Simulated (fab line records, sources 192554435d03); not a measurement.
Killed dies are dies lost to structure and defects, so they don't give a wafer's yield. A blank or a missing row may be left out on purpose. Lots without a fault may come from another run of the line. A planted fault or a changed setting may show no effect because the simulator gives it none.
A struck lot beside a sound one | flow n5_finfet | 20 steps out of a route of 1938
Sound: wafers L677.1, L677.2, L677.5. Struck: wafer L685.6. (L685.1 of the same lot was not struck and is left out.) The cause comes at the end.
At each step with rows: each side's tool, then ch and its chambers, then its first start. Under that, the readings that differ: sound wafers | struck wafers | difference of the means | sigmas: that difference in standard deviations of wafers without a fault.
alike: readings whose means differ by less than 2 such deviations, and words and numbers that are the same on both sides. not compared: withheld readings, readings that some wafer has no value for, bounds like >300 that may hide the same value, and numbers for which the record gives no deviation and whose values overlap.
The two part at a step that has a row with sigmas, a row that says differs or no value, or rows on one side only. Numbers that don't overlap but have no deviation are shown without sigmas and don't part them. A reading that every wafer of one side lacks parts them only if that side has two wafers or more.

first, 2 steps without rows for these wafers: N5_FIN_CUT_PEB_06 (peb time 60 s); N5_FIN_CUT_DEVELOP_07 (develop time 30 s).
N5_FIN_CUT_CD_MEAS_08: target cd 29.1 nm.
  sound on cd_sem-01 ch 0, day 2 08:37; struck on cd_sem-02 ch 0, day 4 08:45
  alike: cd_nm
N5_FIN_CUT_OVL_MEAS_09:
  sound on overlay-02 ch 0, day 2 08:39; struck on overlay-01 ch 0, day 4 08:47
  alike: FIN_CUT_OVL
N5_FIN_CUT_INSPECT_10: inspects for defects (brightfield).
  sound on defect_inspect-02, day 2 08:43; struck on defect_inspect-02, day 4 08:50
  reading          | sound    | struck | difference | sigmas
  raw_defect_count | 78 53 41 | 29     | -28        | -2
N5_FIN_CUT_DESCUM_13: chemistry O2, time 7 s.
  sound on rie_diel-04 ch 0,1,2, day 2 09:02; struck on rie_diel-04 ch 1, day 4 08:53
  alike: drypump_motor_current_A, o2_flow_sccm, oes_product_au, rf_vpp_V, showerhead_plenum_p_Torr, throttle_valve_pct
  not compared: rf_hours_counter_h
N5_FIN_CUT_ETCH_30: etches underlayer in N2/H2, target depth 13 nm, time 10.4 s.
  sound on rie_diel-04 ch 0,1,2, day 2 09:04; struck on rie_diel-04 ch 1, day 4 08:55
  alike: drypump_motor_current_A, etch_rf_on_time_s, oes_product_au, rf_vpp_V, showerhead_plenum_p_Torr, throttle_valve_pct
  not compared: rf_hours_counter_h
N5_FIN_CUT_ETCH_20: etches SiARC in CF4, target depth 26 nm, time 43.3 s.
  sound on rie_diel-04 ch 0,1,2, day 2 09:05; struck on rie_diel-04 ch 1, day 4 08:56
  alike: drypump_motor_current_A, etch_rf_on_time_s, oes_product_au, rf_vpp_V, showerhead_plenum_p_Torr, throttle_valve_pct
  not compared: rf_hours_counter_h
then, 3 steps without rows for these wafers: N5_FIN_CUT_ETCH_21 (etches SOC in N2/H2, target depth 219 nm, overetch 43.8 nm, time 523.5 s); N5_FIN_CUT_STRIP_23 (strips in N2/H2); N5_FIN_CUT_STRIP_31 (strips in N2/H2).
N5_FIN_CUT_STRIP_24: strips in CF4.
  sound on rie_diel-04 ch 0,1,2, day 2 09:27; struck on rie_diel-04 ch 1, day 4 09:17
  alike: drypump_motor_current_A, oes_product_au, rf_vpp_V, showerhead_plenum_p_Torr, throttle_valve_pct
  not compared: rf_hours_counter_h
N5_FIN_CUT_CUT_ETCH_26: etches SiNx in CH3F/O2, target depth 39 nm, time 55.7 s.
  sound on rie_diel-04 ch 0,1,2, day 2 09:28; struck on rie_diel-04 ch 1, day 4 09:19
  reading                                  | sound             | struck | difference | sigmas
  oes_product_au (a.u.)                    | 0.71 0.84 0.72    | 1.13   | +0.37      | +5
  model.etch.depth_nm (nm)                 | 37.71 39.49 37.97 | 62.78  | +24.39     |
  model.SOC_of_FIN_CUT_COAT_18.thk_nm (nm) | 212.8 211.8 212   | 199    | -13        |
  alike: O2_flow_sccm, drypump_motor_current_A, rf_vpp_V, showerhead_plenum_p_Torr, throttle_valve_pct
  not compared: rf_hours_counter_h
then, 3 steps without rows for these wafers: N5_FIN_CUT_CUT_ETCH_27 (etches SiO2 in CHF3/O2, target depth 4 nm, overetch 2 nm, time 4.9 s); N5_FIN_CUT_PRECLEAN_35 (cleans in vHF, time 13.3 s); N5_FIN_CUT_CUT_ETCH_15 (etches Si in HBr/Cl2/O2, target depth 100 nm, bt time 10 s, time 42.4 s).
N5_FIN_CUT_CUT_ETCH_28: etches Si in HBr/Cl2/O2, target depth 6 nm, time 2.4 s.
  sound on rie_si-04 ch 1,2, day 2 09:43; struck on rie_si-06 ch 2, day 4 09:34
  reading                                  | sound           | struck | difference | sigmas
  model.SOC_of_FIN_CUT_COAT_18.thk_nm (nm) | 169.8 171 171.4 | 157    | -14        |
  alike: O2_flow_sccm, drypump_motor_current_A, oes_product_au, throttle_valve_pct
  not compared: rf_hours_counter_h
N5_FIN_CUT_STRIP_22: strips in N2/H2.
  sound on rie_diel-04 ch 0,2, day 2 09:49; struck on rie_diel-02 ch 0, day 4 09:38
  alike: drypump_motor_current_A, oes_product_au, rf_vpp_V, showerhead_plenum_p_Torr, throttle_valve_pct
  not compared: rf_hours_counter_h
-- the record jumps here: 6 days lie between the struck wafers' starts before and after (it left off in module FIN_CUT and takes up again in module BEOL_M4, whose first step shown is number 1111 of the route) --
N5_BEOL_M4_RC_MEAS_101:
  sound on prober-02 ch 0, day 8 15:35; struck on prober-01 ch 0, day 10 14:25
  alike: DIBL_N, DIBL_P, IOFF_N, IOFF_P, ION_N, ION_P, SS_N, SS_P, VT_N, VT_P
then, 1 step without rows for these wafers: N5_PASSIVATION_PROBE_49.

WHERE THEY PART
First at N5_FIN_CUT_INSPECT_10; last, within this record, at N5_FIN_CUT_CUT_ETCH_26. Later steps at which nothing parts them and some readings are alike: N5_FIN_CUT_CUT_ETCH_28, N5_FIN_CUT_STRIP_22, N5_BEOL_M4_RC_MEAS_101.

WHY: what the simulator had put in
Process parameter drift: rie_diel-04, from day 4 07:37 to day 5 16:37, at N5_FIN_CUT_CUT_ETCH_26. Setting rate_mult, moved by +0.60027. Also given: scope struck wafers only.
